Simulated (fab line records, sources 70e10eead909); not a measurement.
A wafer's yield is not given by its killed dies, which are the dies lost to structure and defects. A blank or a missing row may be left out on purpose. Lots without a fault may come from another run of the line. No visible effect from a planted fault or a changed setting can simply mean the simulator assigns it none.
Matching of chambers | flow nand-harc | rie-diel-04 running NHARC_P_CONTACT_ETCH_31: 4 sister chambers
The step etches the open film in CH3F/O2, target depth 30 nm, time 85.7 s. 16 wafers are shown with their chamber, then 8 later ones without.

WAFERS, EACH WITH ITS CHAMBER
wafer  | chamber | showerhead-plenum-p-Torr (Torr) | drypump-motor-current-A (A) | rf-vpp-V (V)
L421.3 | 3       | 2.42                            | 5.5                         | 243.6
L421.4 | 0       | 2.42                            | 4.9                         | 243.1
L421.5 | 0       | 2.42                            | 4.9                         | 243.1
L422.1 | 2       | 2.63                            | 5.4                         | 247.7
L422.2 | 3       | 2.41                            | 5.5                         | 245.1
L422.4 | 0       | 2.42                            | 4.9                         | 244.1
L423.2 | 0       | 2.42                            | 4.9                         | 243.2
L423.5 | 0       | 2.42                            | 4.9                         | 244.8
L423.6 | 1       | 2.61                            | 5.8                         | 247.7
L424.2 | 2       | 2.63                            | 5.4                         | 247.6
L424.3 | 1       | 2.61                            | 5.9                         | 245.9
L425.2 | 3       | 2.42                            | 5.5                         | 244.6
L434.1 | 3       | 2.41                            | 5.5                         | 243.6
L434.5 | 3       | 2.41                            | 5.5                         | 245.5
L434.6 | 2       | 2.63                            | 5.4                         | 248.3
L438.2 | 0       | 2.41                            | 4.9                         | 244.2

SIGNATURES, as means of the wafers listed above
reading                  | chamber 0 | chamber 1 | chamber 2 | chamber 3 | scatter within a chamber
showerhead-plenum-p-Torr | 2.4183    | 2.6100    | 2.6300    | 2.4140    | 0.00412
drypump-motor-current-A  | 4.900     | 5.850     | 5.400     | 5.500     | 0.0204
rf-vpp-V                 | 243.750   | 246.800   | 247.867   | 244.480   | 0.789
Rule: a wafer's distance from a chamber is the root of the sum, over the readings, of the square of ((its reading less the chamber's mean) divided by the reading's scatter). If the next closest chamber is less than 2 further off than the closest, the wafer can't be placed; otherwise it belongs to the closest. How the scatter is found: for the shown wafers, subtract from each reading the mean of its chamber, square and add these, divide the total by (wafers less chambers), then take the root.

WAFERS WHOSE CHAMBER IS MISSING
wafer  | showerhead-plenum-p-Torr (Torr) | drypump-motor-current-A (A) | rf-vpp-V (V)
L438.5 | 2.61                            | 5.8                         | 247.2
L438.6 | 2.41                            | 4.9                         | 243.9
L439.2 | 2.41                            | 4.9                         | 243.8
L439.3 | 2.41                            | 5.5                         | 243.7
L439.5 | 2.41                            | 5.5                         | 242.9
L440.1 | 2.41                            | 4.9                         | 243.0
L440.4 | 2.62                            | 5.4                         | 247.7
L440.6 | 2.61                            | 5.9                         | 248.2

CHAMBER TAKEN BY EACH
wafer  | from the rows above | in truth
L438.5 | 1                   | 1
L438.6 | 0                   | 0
L439.2 | 0                   | 0
L439.3 | 3                   | 3
L439.5 | 3                   | 3
L440.1 | 0                   | 0
L440.4 | 2                   | 2
L440.6 | 1                   | 1
Correctly placed: 8 of 8. Number that these rows cannot place: 0. Placed wrongly: 0.
